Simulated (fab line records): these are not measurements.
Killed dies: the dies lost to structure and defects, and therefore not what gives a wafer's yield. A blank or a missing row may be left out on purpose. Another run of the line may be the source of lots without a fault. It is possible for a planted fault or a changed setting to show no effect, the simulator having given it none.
Matching of chambers / flow nand harc / NHARC_A_WL_FILL_ALD_10 on ald hk-03 has 4 sister chambers
The step deposits SiO2, target thk 50 nm, pulse time 10 s, ald cycles 500. 4 wafers are shown with their chamber, then 7 later ones without.

## WAFERS, EACH WITH ITS CHAMBER
wafer=L082.5; chamber=1; heater power w (W)=501
wafer=L082.6; chamber=0; heater power w (W)=469
wafer=L085.2; chamber=3; heater power w (W)=519
wafer=L085.3; chamber=2; heater power w (W)=539

## WAFERS WITH NO CHAMBER GIVEN
wafer=L085.5; heater power w (W)=527
wafer=L090.3; heater power w (W)=540
wafer=L090.5; heater power w (W)=544
wafer=L090.6; heater power w (W)=535
wafer=L093.3; heater power w (W)=534
wafer=L093.4; heater power w (W)=473
wafer=L093.6; heater power w (W)=535

## EACH ONE'S CHAMBER
wafer=L085.5; from the rows above=can't be placed: 3 or 2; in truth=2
wafer=L090.3; from the rows above=2; in truth=2
wafer=L090.5; from the rows above=2; in truth=2
wafer=L090.6; from the rows above=2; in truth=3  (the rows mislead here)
wafer=L093.3; from the rows above=2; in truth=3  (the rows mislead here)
wafer=L093.4; from the rows above=0; in truth=0
wafer=L093.6; from the rows above=2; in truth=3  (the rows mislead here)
3 of 7 placed correctly. These rows do not allow placing 1 (true chamber among the candidates in 1). Wrongly placed: 3.
How it was worked out, from the rows above alone: a wafer's distance from a chamber is the root of the sum, over the readings, of the square of ((its reading less the chamber's mean) divided by the reading's scatter). The wafer belongs to the nearest chamber; if the next one is less than 2 further off, it can't be placed. A chamber's mean is the mean of its shown wafers. The scatter: root of mean squared gap, hidden wafer to nearest shown wafer, with one shown wafer a chamber.
